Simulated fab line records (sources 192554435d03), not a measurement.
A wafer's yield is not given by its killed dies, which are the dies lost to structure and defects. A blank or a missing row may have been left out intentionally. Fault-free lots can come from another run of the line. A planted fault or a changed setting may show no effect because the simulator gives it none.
Split-lot study + flow n5-finfet + 21 wafers read across 7 lots, on a route 1938 steps long

THE SPLIT
At N5_BEOL_M2_ETCH_69 (etches SiARC in CF4, target depth 15.6 nm, time 26 s), the setting bias-w was moved away from the recipe's 36 W on 7 of the 21 wafers read, by -17.7% to +15.6%. The other wafers ran this setting at the recipe's value.

Reading taken at the split's own step.

THE READING
rf-vpp-V, in V, at N5_BEOL_M2_ETCH_69 (etches SiARC in CF4, target depth 15.6 nm, time 26 s). On this fab line, fault-free wafers typically give 183.9 V with a standard deviation of 1.3 V.

| wafer  | tool, chamber at the split | bias-w as run, W | against the recipe | rf-vpp-V, V | against lot-mates on the recipe |
|--------|----------------------------|------------------|--------------------|-------------|---------------------------------|
| L074.3 | rie-diel-03, 0             | 36               | recipe             | 182.7       | -                               |
| L074.4 | rie-diel-03, 3             | 41.61            | +15.6%             | 202.1       | +19.4                           |
| L074.6 | rie-diel-03, 1             | 41.61            | +15.6%             | 202.7       | +20.0                           |
| L077.2 | rie-diel-01, 1             | 33.2             | -7.8%              | 174.1       | no lot-mate on the recipe       |
| L077.3 | rie-diel-01, 3             | 33.2             | -7.8%              | 173.7       | no lot-mate on the recipe       |
| L077.4 | rie-diel-01, 2             | 33.2             | -7.8%              | 174.4       | no lot-mate on the recipe       |
| L076.2 | rie-diel-04, 2             | 29.63            | -17.7%             | 161.9       | -20.8                           |
| L076.3 | rie-diel-04, 2             | 36               | recipe             | 183.4       | -                               |
| L076.6 | rie-diel-04, 3             | 36               | recipe             | 182.0       | -                               |
| L078.1 | rie-diel-04, 2             | 36               | recipe             | 183.9       | -                               |
| L078.2 | rie-diel-04, 3             | 36               | recipe             | 182.6       | -                               |
| L078.5 | rie-diel-04, 3             | 36               | recipe             | 183.3       | -                               |
| L079.1 | rie-diel-04, 0             | 36               | recipe             | 183.6       | -                               |
| L079.3 | rie-diel-04, 3             | 33.91            | -5.8%              | 175.2       | -8.6                            |
| L079.5 | rie-diel-04, 3             | 36               | recipe             | 184.0       | -                               |
| L096.1 | rie-diel-04, 3             | 36               | recipe             | 186.1       | -                               |
| L096.3 | rie-diel-04, 0             | 36               | recipe             | 183.8       | -                               |
| L096.6 | rie-diel-04, 3             | 36               | recipe             | 185.6       | -                               |
| L097.1 | rie-diel-01, 0             | 36               | recipe             | 185.0       | -                               |
| L097.2 | rie-diel-01, 2             | 36               | recipe             | 182.9       | -                               |
| L097.6 | rie-diel-01, 0             | 36               | recipe             | 184.5       | -                               |

THE FIT
A straight line over all 21 wafers: rf-vpp-V changes by +1.22 V for each +1% of bias-w; r = +0.99; the points scatter about the line by 1 V.
The same after taking each lot's own level away (the mean of its wafers on the recipe; 18 wafers): +1.24 V for each +1%; r = +1.00; scatter 0.83 V.
Per that fit: largest bias-w move, reading shift of 22 V.
Across the lots, their own levels run from 182.70 to 185.17 V, a range of 1.9 times the standard deviation given above.
The two slopes agree, so the slope changes little with the lot-to-lot level.
Check: with one of the wafers moved furthest among these (-17.7%) left out of the fit, the line predicts -22.8 V for it against its lot-mates. It came out at -20.8 V against them.
Tool readings at the split's step, against how far the setting was moved: etch-rf-on-time-s r = -0.86; rf-vpp-V r = +0.99.

THESE WAFERS: OTHER SPLITS
Before the reading, these wafers also passed through other splits. Each is held against what the fit with the lots' levels taken away leaves over:
| other split on the same wafers        | wafers away from the commonest value | r with rf-vpp-V (lot level and that fit taken away) |
|---------------------------------------|--------------------------------------|-----------------------------------------------------|
| N5_MOL_CONTACT_COAG_EXPOSE_05 dose-mj | 6                                    | +0.15                                               |
| N5_BEOL_M0_SAQP_EXPOSE_37 dose-mj     | 5                                    | +0.11                                               |
| N5_BEOL_M0_SAQP_DESCUM_45 time-s      | 5                                    | -0.11                                               |
| N5_BEOL_M1_DESCUM_33 time-s           | 4                                    | +0.20                                               |
| N5_BEOL_M1_ALD_98 ald-cycles          | 10                                   | -0.20                                               |
| N5_BEOL_M1_TRENCH_ETCH_37 source-w    | 9                                    | -0.35                                               |

THE WHOLE CHAIN: every reading that the file lists as answering this split, in the file's order
| step               | what it does                                         | reading           | change (the file's fit)              | r (the file's) |
|--------------------|------------------------------------------------------|-------------------|--------------------------------------|----------------|
| N5_BEOL_M2_ETCH_69 | etches SiARC in CF4, target depth 15.6 nm, time 26 s | etch-rf-on-time-s | withheld for each +1% of the setting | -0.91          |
| N5_BEOL_M2_ETCH_69 | etches SiARC in CF4, target depth 15.6 nm, time 26 s | rf-vpp-V          | +1.23 V for each +1% of the setting  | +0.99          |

THE FILE'S OWN FIT
rf-vpp-V changes by +1.23 V for each +1% of bias-w, r = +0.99.
